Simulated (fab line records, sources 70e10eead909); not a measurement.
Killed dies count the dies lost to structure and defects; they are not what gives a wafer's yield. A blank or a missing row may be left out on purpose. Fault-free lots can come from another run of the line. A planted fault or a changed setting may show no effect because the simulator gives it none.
Matching of chambers	flow nand-harc	NHARC_A_STAIRCASE_STRIP_476 on rie-diel-02 has 4 sister chambers
The step strips in O2, time 20 s. 4 wafers are shown with their chamber, then 8 later ones without.

== EACH WAFER AND ITS CHAMBER ==
wafer	chamber	showerhead-plenum-p-Torr (Torr)
L084.4	2	3.38
L083.1	3	3.52
L083.5	1	3.64
L082.1	0	3.54

== WAFERS WITH NO CHAMBER GIVEN ==
wafer	showerhead-plenum-p-Torr (Torr)
L082.2	3.52
L082.5	3.64
L089.1	3.37
L089.3	3.52
L089.6	3.52
L094.2	3.37
L094.4	3.63
L094.5	3.37

== WHICH CHAMBER EACH WENT THROUGH ==
wafer	from the rows above	in truth
L082.2	3	3
L082.5	1	1
L089.1	2	2
L089.3	3	3
L089.6	3	3
L094.2	2	2
L094.4	1	1
L094.5	2	2
Placed correctly: 8 of 8. Number that these rows cannot place: 0. Number placed wrongly: 0.
How it was worked out, from the rows above alone: a wafer's distance from a chamber is the root of the sum, over the readings, of the square of ((its reading less the chamber's mean) divided by the reading's scatter). If the next closest chamber is less than 2 further off than the closest, the wafer can't be placed; otherwise it belongs to the closest. A chamber's mean is the mean of its shown wafers. The scatter: root of mean squared gap, hidden wafer to nearest shown wafer, with one shown wafer a chamber.
